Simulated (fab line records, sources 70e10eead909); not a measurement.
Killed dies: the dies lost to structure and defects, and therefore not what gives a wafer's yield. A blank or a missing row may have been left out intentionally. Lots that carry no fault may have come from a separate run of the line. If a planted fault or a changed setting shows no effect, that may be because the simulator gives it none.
Matching of chambers / flow nand-harc / NHARC_P_M2_DEP_33 on pecvd-03: 3 sister chambers
The step deposits SiCN, target thk 30 nm. 3 wafers are shown with their chamber, then 9 later ones without.

## WAFERS PAIRED WITH THEIR CHAMBERS
wafer=L268.1; chamber=2; heater-power-w (W)=568
wafer=L273.4; chamber=0; heater-power-w (W)=710
wafer=L273.6; chamber=1; heater-power-w (W)=500

## WAFERS WHOSE CHAMBER IS MISSING
wafer=L275.1; heater-power-w (W)=474
wafer=L275.3; heater-power-w (W)=566
wafer=L275.5; heater-power-w (W)=568
wafer=L279.1; heater-power-w (W)=510
wafer=L279.5; heater-power-w (W)=653
wafer=L279.6; heater-power-w (W)=506
wafer=L283.2; heater-power-w (W)=685
wafer=L283.4; heater-power-w (W)=559
wafer=L283.5; heater-power-w (W)=687

## EACH ONE'S CHAMBER
wafer=L275.1; from the rows above=1; in truth=1
wafer=L275.3; from the rows above=2; in truth=2
wafer=L275.5; from the rows above=2; in truth=2
wafer=L279.1; from the rows above=can't be placed: 1 or 2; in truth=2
wafer=L279.5; from the rows above=can't be placed: 0 or 2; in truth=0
wafer=L279.6; from the rows above=1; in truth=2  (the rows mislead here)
wafer=L283.2; from the rows above=0; in truth=0
wafer=L283.4; from the rows above=2; in truth=2
wafer=L283.5; from the rows above=0; in truth=0
Correctly placed: 6 of 9. Cannot be placed on the basis of these rows: 2; the candidates contain the true chamber in 2. 1 placed wrongly.
How it was worked out, from the rows above alone: a wafer's distance from a chamber is the root of the sum, over the readings, of the square of ((its reading less the chamber's mean) divided by the reading's scatter). If the next closest chamber is less than 2 further off than the closest, the wafer can't be placed; otherwise it belongs to the closest. A chamber's mean is the mean of its shown wafers. The scatter (one wafer shown for each chamber): square how far every hidden wafer sits from the nearest shown wafer, average those squares and take the square root.
